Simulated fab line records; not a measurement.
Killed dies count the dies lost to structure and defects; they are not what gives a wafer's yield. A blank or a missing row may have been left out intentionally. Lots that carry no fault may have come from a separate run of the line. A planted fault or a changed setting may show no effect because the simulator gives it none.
Chamber matching | flow n5-finfet | pecvd-03 running N5_BEOL_M8_ILD_DEP_00: 3 sister chambers
The step deposits SiCOH lowk from DEMS/porogen, target thk 179.75 nm, time 33.4 s. 30 wafers are shown with their chamber, then 12 later ones without.

== WAFERS, EACH WITH ITS CHAMBER ==
wafer  | chamber | throttle-valve-pct (%) | heater-power-w (W) | showerhead-plenum-p-Torr (Torr)
L074.3 | 1       | 13.8                   | 286                | 5.740
L074.4 | 0       | 13.5                   | 273                | 5.728
L074.5 | 2       | 13.3                   | 252                | 5.739
L075.1 | 2       | 13.1                   | 237                | 5.727
L075.2 | 1       | 13.8                   | 339                | 5.749
L075.3 | 2       | 13.5                   | 241                | 5.734
L075.4 | 1       | 13.8                   | 258                | 5.752
L075.5 | 2       | 13.3                   | 246                | 5.749
L075.6 | 1       | 13.8                   | 266                | 5.735
L076.2 | 2       | 13.4                   | 258                | 5.715
L076.4 | 1       | 13.8                   | 327                | 5.750
L076.6 | 1       | 13.9                   | 264                | 5.732
L079.1 | 0       | 13.6                   | 307                | 5.735
L079.2 | 1       | 14.0                   | 320                | 5.732
L079.6 | 0       | 13.6                   | 305                | 5.745
L080.1 | 2       | 13.5                   | 236                | 5.733
L080.2 | 1       | 14.0                   | 313                | 5.740
L080.5 | 1       | 14.1                   | 320                | 5.735
L082.1 | 1       | 14.0                   | 299                | 5.744
L082.3 | 2       | 13.6                   | 227                | 5.740
L082.6 | 1       | 13.9                   | 315                | 5.738
L085.1 | 1       | 13.7                   | 309                | 5.734
L085.4 | 0       | 13.3                   | 302                | 5.752
L085.5 | 1       | 13.9                   | 315                | 5.734
L086.4 | 2       | 13.5                   | 282                | 5.733
L086.5 | 1       | 14.1                   | 321                | 5.730
L086.6 | 0       | 13.6                   | 319                | 5.735
L089.1 | 1       | 13.8                   | 329                | 5.744
L089.2 | 0       | 13.7                   | 280                | 5.743
L089.4 | 0       | 13.4                   | 289                | 5.739

SIGNATURES, as means of the wafers listed above
reading                  | chamber 0 | chamber 1 | chamber 2 | scatter within a chamber
throttle-valve-pct       | 13.529    | 13.893    | 13.400    | 0.137
heater-power-w           | 296.43    | 305.40    | 247.38    | 21.6
showerhead-plenum-p-Torr | 5.73957   | 5.73927   | 5.73375   | 0.0081
Rule: for each reading, subtract the chamber's mean from the wafer's reading, divide by that reading's scatter and square the result; add these up over the readings and take the root, which gives the wafer's distance from the chamber. The wafer belongs to the nearest chamber; if the next one is less than 2 further off, it can't be placed. The scatter is the square root of a quotient: the sum, over the shown wafers, of each reading's squared deviation from its chamber's mean, divided by wafers minus chambers.

== WAFERS WITHOUT THEIR CHAMBER ==
wafer  | throttle-valve-pct (%) | heater-power-w (W) | showerhead-plenum-p-Torr (Torr)
L090.2 | 14.0                   | 321                | 5.741
L090.3 | 13.6                   | 266                | 5.735
L090.5 | 13.5                   | 266                | 5.736
L092.3 | 14.1                   | 270                | 5.753
L092.5 | 14.0                   | 283                | 5.740
L092.6 | 13.7                   | 260                | 5.740
L094.1 | 13.7                   | 271                | 5.744
L094.5 | 13.8                   | 283                | 5.752
L094.6 | 13.4                   | 283                | 5.728
L093.2 | 14.2                   | 327                | 5.742
L093.4 | 13.3                   | 271                | 5.733
L093.6 | 13.9                   | 327                | 5.755

== EACH ONE'S CHAMBER ==
wafer  | from the rows above          | in truth
L090.2 | 1                            | 1
L090.3 | can't be placed: 0 or 2 or 1 | 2
L090.5 | can't be placed: 2 or 0      | 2
L092.3 | can't be placed: 1 or 0      | 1
L092.5 | 1                            | 1
L092.6 | can't be placed: 0 or 2 or 1 | 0
L094.1 | can't be placed: 0 or 1 or 2 | 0
L094.5 | can't be placed: 1 or 0      | 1
L094.6 | can't be placed: 2 or 0      | 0
L093.2 | 1                            | 1
L093.4 | can't be placed: 2 or 0      | 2
L093.6 | can't be placed: 1 or 0      | 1
Correct placement for 3 of the 12. From these rows, 9 cannot be placed; in 9 the true chamber is one of the candidates. Placed wrongly: 0.
